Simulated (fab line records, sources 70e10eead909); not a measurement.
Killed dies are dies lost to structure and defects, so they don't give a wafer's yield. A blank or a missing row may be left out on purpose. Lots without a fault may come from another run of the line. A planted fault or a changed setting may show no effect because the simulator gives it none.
A struck lot beside a sound one | flow nand_harc | 15 steps out of a route of 1302
Sound: wafers L558.2, L558.3, L558.5. Struck: wafers L563.1, L563.2, L563.5. The cause comes at the end.
At each step with rows: each side's tool, then ch and its chambers, then its first start. Under that, the readings that differ: sound wafers | struck wafers | difference of the means | sigmas: that difference in standard deviations of wafers without a fault.
alike: readings whose means differ by less than 2 such deviations, and words and numbers that are the same on both sides. not compared: withheld readings, readings that some wafer has no value for, bounds like >300 that may hide the same value, and numbers for which the record gives no deviation and whose values overlap.
The two part at a step that has a row with sigmas, a row that says differs or no value, or rows on one side only. Numbers that don't overlap but have no deviation are shown without sigmas and don't part them. A reading that every wafer of one side lacks parts them only if that side has two wafers or more.

NHARC_P_CONTACT_INSPECT_14:
  sound on defect_inspect-02, day 8 07:02; struck on defect_inspect-02, day 10 05:22
  alike: raw_defect_count
NHARC_P_CONTACT_DESCUM_17: chemistry O2, time 3 s.
  sound on rie_diel-09 ch 1,2,3, day 8 07:07; struck on rie_diel-09 ch 2,3, day 10 05:25
  alike: drypump_motor_current_A, oes_product_au, rf_vpp_V, showerhead_plenum_p_Torr, throttle_valve_pct
  not compared: rf_hours_counter_h
NHARC_P_CONTACT_ETCH_35: etches the open film in CF4, target depth 39 nm, time 65 s.
  sound on rie_diel-09 ch 0,2,3, day 8 07:11; struck on rie_diel-09 ch 1,2, day 10 05:31
  alike: drypump_motor_current_A, oes_product_au, rf_vpp_V, showerhead_plenum_p_Torr, throttle_valve_pct
  not compared: rf_hours_counter_h
NHARC_P_CONTACT_ETCH_36: etches the open film in N2/H2, target depth 260 nm, time 406.25 s.
  sound on rie_diel-09 ch 0,1,3; struck on rie_diel-09 ch 1,2,3
  alike: drypump_motor_current_A, n2_flow_sccm, oes_product_au, rf_vpp_V, showerhead_plenum_p_Torr, throttle_valve_pct
  not compared: rf_hours_counter_h
then, 3 steps without rows for these wafers: NHARC_P_CONTACT_ETCH_18 (etches the open film in C4F8/O2/Ar, target depth 481 nm, time 240.5 s); NHARC_P_CONTACT_STRIP_37 (strips in C4F8/O2/Ar); NHARC_P_CONTACT_ETCH_31 (etches the open film in CH3F/O2, target depth 30 nm, time 85.7 s).
NHARC_P_CONTACT_CD_MEAS_19:
  sound on cd_sem-02, day 8 07:59; struck on cd_sem-03, day 10 06:27
  alike: cd_nm
NHARC_P_CONTACT_STRIP_28: strips in O2.
  sound on rie_diel-09 ch 1,3, day 8 08:03; struck on rie_diel-10 ch 0,2, day 10 06:32
  alike: drypump_motor_current_A, oes_product_au, rf_vpp_V, showerhead_plenum_p_Torr, throttle_valve_pct
  not compared: rf_hours_counter_h
then, 1 step without rows for these wafers: NHARC_P_CONTACT_STRIP_29 (strips in post etch residue remover, time 1200 s).
NHARC_P_CONTACT_DEGAS_38: time 60 s.
  sound on pvd_sputter-02, day 8 08:41; struck on pvd_sputter-02, day 10 07:10
  alike: heater_power_w
then, 1 step without rows for these wafers: NHARC_P_CONTACT_PRE_CLEAN_39 (time 19.5 s).
NHARC_P_CONTACT_PVD_32: deposits Ti, target thk 5 nm, time 17.7 s.
  sound on pvd_sputter-02, day 8 08:49; struck on pvd_sputter-02, day 10 07:33
  alike: throttle_valve_pct
then, 1 step without rows for these wafers: NHARC_P_CONTACT_ALD_22 (deposits TiN, target thk 3 nm, pulse time 1 s, ald cycles 150).
-- the record jumps here: 18 days lie between the struck wafers' starts before and after (it left off in module P_CONTACT and takes up again in module END, whose first step shown is number 1302 of the route) --
NHARC_END_SORT_01:
  sound on prober-01 ch 0, day 26 21:05; struck on prober-01 ch 0, day 28 15:40
  alike: killed_at_array, killed_at_other, killed_at_periphery, killed_dies, killed_open, killed_short

WHERE THEY PART
Nowhere in this record.

WHY: what the simulator had put in
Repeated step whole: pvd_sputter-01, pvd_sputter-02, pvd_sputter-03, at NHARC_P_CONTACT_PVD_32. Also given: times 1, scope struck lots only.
